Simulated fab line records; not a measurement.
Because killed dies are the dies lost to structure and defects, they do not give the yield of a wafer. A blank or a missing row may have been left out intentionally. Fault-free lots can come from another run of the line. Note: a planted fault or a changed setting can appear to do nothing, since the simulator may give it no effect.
Comparing a struck lot with a sound one + flow n5-finfet + 15 out of 1938 route steps
Sound: these wafers, L976.1, L976.2, L976.4. The struck wafers were L988.1, L988.3, L988.6. The cause is given at the end.
Per side, at each step with rows, come the tool, then ch with its chambers, and then its first start. Under that, the readings that differ: sound wafers + struck wafers + difference of the means + sigmas: that difference in standard deviations of wafers without a fault.
alike: same words and numbers on both sides, and readings whose means sit less than 2 such deviations apart. not compared: any withheld reading, any reading some wafer has no value for, any bound like >300 that may hide the same value, and any number with overlapping values for which the record gives no deviation.
A row with sigmas, a row that says differs or no value, or rows on one side alone: a step with any of these is where the two part. Numbers that have no deviation but don't overlap get no sigmas and don't part them. A reading missing from all wafers of one side parts the sides only when that side holds two or more wafers.

first, 8 steps without rows for these wafers: N5_BEOL_M7_COAT_59 (time 60 s, resist thk 100 nm); N5_BEOL_M7_COAT_60 (time 60 s, resist thk 35 nm); N5_BEOL_M7_COAT_05 (resist thk 90 nm); N5_BEOL_M7_EBR_07; N5_BEOL_M7_SOFTBAKE_06 (time 60 s); N5_BEOL_M7_EXPOSE_08 (exposes mask M7); N5_BEOL_M7_PEB_09 (peb time 60 s); N5_BEOL_M7_DEVELOP_10 (develop time 30 s).
N5_BEOL_M7_CD_MEAS_11: the cd target is 38.5 nm.
  sound on cd-sem-03 ch 0, day 9 06:53; struck on cd-sem-02 ch 0, day 11 21:03
  alike: cd-nm
N5_BEOL_M7_OVL_MEAS_12:
  sound on overlay-01 ch 0, day 9 06:55; struck on overlay-01 ch 0, day 11 21:05
  alike: M7_OVL
N5_BEOL_M7_INSPECT_13: inspects for defects (brightfield).
  sound on defect-inspect-01 at day 9 06:56; struck on defect-inspect-02 at day 11 21:07
  alike: raw-defect-count
N5_BEOL_M7_DESCUM_16: chemistry O2, time 7.9 s.
  sound on rie-diel-06 ch 1,2,3, day 9 07:01; struck on rie-diel-02 ch 0,1,2, day 11 21:10
  alike: drypump-motor-current-A, oes-product-au, rf-vpp-V, showerhead-plenum-p-Torr, throttle-valve-pct
  not compared: rf-hours-counter-h
N5_BEOL_M7_ETCH_61: etches SiARC in CF4, target depth 45.5 nm, time 75.8 s.
  sound on rie-diel-06 ch 1,2,3, day 9 07:04; struck on rie-diel-02 ch 0,1,2, day 11 21:11
| reading               | sound             | struck            | difference | sigmas |
|-----------------------|-------------------|-------------------|------------|--------|
| etch-rf-on-time-s (s) | 77.5 79.5 78.9    | 65.0 66.0 66.9    | -12.7      | -6     |
| rf-fwd-power-W (W)    | 539.1 540.1 542.1 | 666.8 669.1 667.6 | +127.4     | +58    |
| rf-vpp-V (V)          | 182.9 181.7 184.3 | 174.1 170.9 172.0 | -10.6      | -8     |
  alike: drypump-motor-current-A, oes-product-au, showerhead-plenum-p-Torr, throttle-valve-pct
  not compared: rf-hours-counter-h
N5_BEOL_M7_ETCH_62: etches SOC in N2/H2, target depth 110 nm, overetch 22 nm, time 165 s.
  sound on rie-diel-06 ch 1,2,3, day 9 07:07; struck on rie-diel-02 ch 0,1,2, day 11 21:15
  alike: drypump-motor-current-A, oes-product-au, rf-fwd-power-W, rf-vpp-V, showerhead-plenum-p-Torr, throttle-valve-pct
  not compared: rf-hours-counter-h
-- the record jumps here: 3 days lie between the struck wafers' starts before and after (it left off in module BEOL_M7 and takes up again in module PASSIVATION, whose first step shown is number 1936 of the route) --
N5_PASSIVATION_PROBE_49:
  sound on prober-02 at day 12 15:05; struck on prober-02 at day 15 06:03
  alike: defect-limited-yield, killed_at_M0_to_M3, killed_at_M4_up, killed-at-contacts, killed-at-front-end, killed-at-other, killed-dies, killed-open, killed-short, sort_bin_5_function, sort_bin_6_memory, sort_bin_8_speed, sort-n-pass, sort-yield-pct

## WHERE THEY PART
Within this record, at N5_BEOL_M7_ETCH_61 only. Later steps at which nothing parts them and some readings are alike: N5_BEOL_M7_ETCH_62, N5_PASSIVATION_PROBE_49.

WHY: the cause the simulator had injected
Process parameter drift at N5_BEOL_M7_ETCH_61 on rie-diel-02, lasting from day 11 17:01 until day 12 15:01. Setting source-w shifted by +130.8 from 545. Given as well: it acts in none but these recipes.
